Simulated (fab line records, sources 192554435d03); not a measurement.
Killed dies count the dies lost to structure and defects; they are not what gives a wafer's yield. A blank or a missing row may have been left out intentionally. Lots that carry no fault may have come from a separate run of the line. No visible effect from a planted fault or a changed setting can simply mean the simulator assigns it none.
Chamber matching ; flow n5-finfet ; rie-si-03 running N5_FIN_CUT_CUT_ETCH_28: 4 sister chambers
The step etches Si in HBr/Cl2/O2, target depth 6 nm, time 2.4 s. 4 wafers are shown with their chamber, then 9 later ones without.

== EACH WAFER AND ITS CHAMBER ==
wafer;chamber;throttle-valve-pct (%)
L077.6;0;37.01
L080.3;1;36.79
L081.3;3;36.79
L081.5;2;37.07

== WAFERS WITH NO CHAMBER GIVEN ==
wafer;throttle-valve-pct (%)
L082.1;36.79
L082.3;37.07
L082.4;36.99
L087.1;36.78
L087.2;36.98
L087.5;37.08
L094.2;36.99
L094.5;36.80
L094.6;37.07

== THE CHAMBER EACH PASSED THROUGH ==
wafer;from the rows above;in truth
L082.1;can't be placed: 1 or 3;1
L082.3;2;2
L082.4;0;0
L087.1;can't be placed: 1 or 3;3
L087.2;0;0
L087.5;2;2
L094.2;0;0
L094.5;can't be placed: 1 or 3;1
L094.6;2;2
Correctly placed: 6 of 9. Can't be placed from these rows: 3 (the true chamber is among the candidates in 3). Wrongly placed: 0.
How it was worked out, from the rows above alone: a wafer's distance from a chamber is the root of the sum, over the readings, of the square of ((its reading less the chamber's mean) divided by the reading's scatter). If the next closest chamber is less than 2 further off than the closest, the wafer can't be placed; otherwise it belongs to the closest. The mean given for a chamber averages the wafers shown for that chamber. The scatter: root of mean squared gap, hidden wafer to nearest shown wafer, with one shown wafer a chamber.
